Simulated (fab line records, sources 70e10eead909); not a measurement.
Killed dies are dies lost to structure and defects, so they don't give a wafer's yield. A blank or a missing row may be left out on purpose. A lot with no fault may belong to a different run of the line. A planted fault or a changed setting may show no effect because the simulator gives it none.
8D (eight disciplines) problem report, filled in by code	flow nand_harc	the parts of the form that need people (team, actions taken, sign-off) are left out

## 1. WHAT WENT WRONG
killed_at_array at NHARC_END_SORT_01 reads a mean of 88 on 2 wafers of 2 lots; wafers without a fault read 26 with a standard deviation of 10. Measured from the usual mean, that is +6.2 standard deviations.
Earliest sighting: wafer L874.2 on prober-02 at day 23 09:26. At this step, 6 wafers from 3 lots have a number in the record. By rule, "out" or "out of limits" means more than 4 standard deviations away from the usual mean. Any other wafer with a number is counted as sound.

## 2. WHAT IT IS, AND WHAT IT ISN'T
question	is	is not
which readings at this step	killed_at_array, killed_dies	killed_at_other, killed_at_periphery, killed_open, killed_short
which lots	L874, L878	L865
which wafers of those lots	L874.2, L878.4	L874.5
read on which gauges	prober-02	-
when	from day 23 09:26	up to then (3 sound wafers); but 1 sound wafer of L874 came after

## 3. WHAT RULES OUT EACH SUSPECT
Counting: any tool at a process step up to the reading remains a suspect provided it ran every lot that is out. Sound lots after the first of them don't rule it out here, since some wafers of a struck lot are sound.
- the gauge at NHARC_END_SORT_01: kept. All the wafers that are out were read on prober-02, and no step on other tools shows them out.
- rie_diel-02 at NHARC_A_CONTACT_ETCH_49 (etches the open film in N2/H2, target depth 260 nm, time 475.3 s): kept. Ran every lot that is out, first one L874 (day 20 06:23); last sound lot up to then L865 (day 17 16:35).
- acl_dep-03 at NHARC_A_CONTACT_DEP_57 (deposits aC, target thk 2800 nm): kept. It ran every lot that is out, first L874 (day 20 10:49).
- rie_diel-11 at NHARC_A_CONTACT_DESCUM_74 (chemistry O2, time 3 s): kept. It ran every lot that is out, first L874 (day 20 16:05).
- The sound lot-mates ran in chamber 2 of rie_diel-02 at NHARC_A_CONTACT_ETCH_49, but the wafers that are out ran in chamber 0.
Left after counting: rie_diel-02 at NHARC_A_CONTACT_ETCH_49, acl_dep-03 at NHARC_A_CONTACT_DEP_57, rie_diel-11 at NHARC_A_CONTACT_DESCUM_74, prober-02 at NHARC_END_SORT_01.

## 4. THE CAUSE (what the simulator had put in)
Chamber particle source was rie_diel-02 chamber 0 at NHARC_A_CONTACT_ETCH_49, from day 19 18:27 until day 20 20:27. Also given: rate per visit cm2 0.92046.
After counting, 4 suspects remain, this tool included.

## 5. THE EFFECT CHAIN, in route order
Each row: a reading whose mean over the struck wafers that have a number lies more than 3 standard deviations from the usual. Scope: only readings with a usual standard deviation given in the record; hours: median across lots of the time from each lot's start at the first step in this table that gives one to its start at this step; sigmas: change in usual standard deviations.
hours	step	reading	usual	on struck wafers	change	sigmas
0	NHARC_END_SORT_01	killed_at_array	26	88	+62	+6.2
0	NHARC_END_SORT_01	killed_dies	29	90	+61	+5.5

## 6. WHAT WOULD HAVE CAUGHT IT SOONER
The first out-of-limits reading at a measuring or inspecting step in this record came at day 23 09:26, 87 hours after the fault's start at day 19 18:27.
Of the tool readings at NHARC_A_CONTACT_ETCH_49 for which the record gives a usual standard deviation, none was out on any struck wafer, so an alarm limit of 4 standard deviations on them would not have fired.
By day 23 09:26 the whole set of lots that are out, 2 in number, had already begun NHARC_A_CONTACT_ETCH_49 on rie_diel-02. Tool hold at that time: it would have spared none of them.
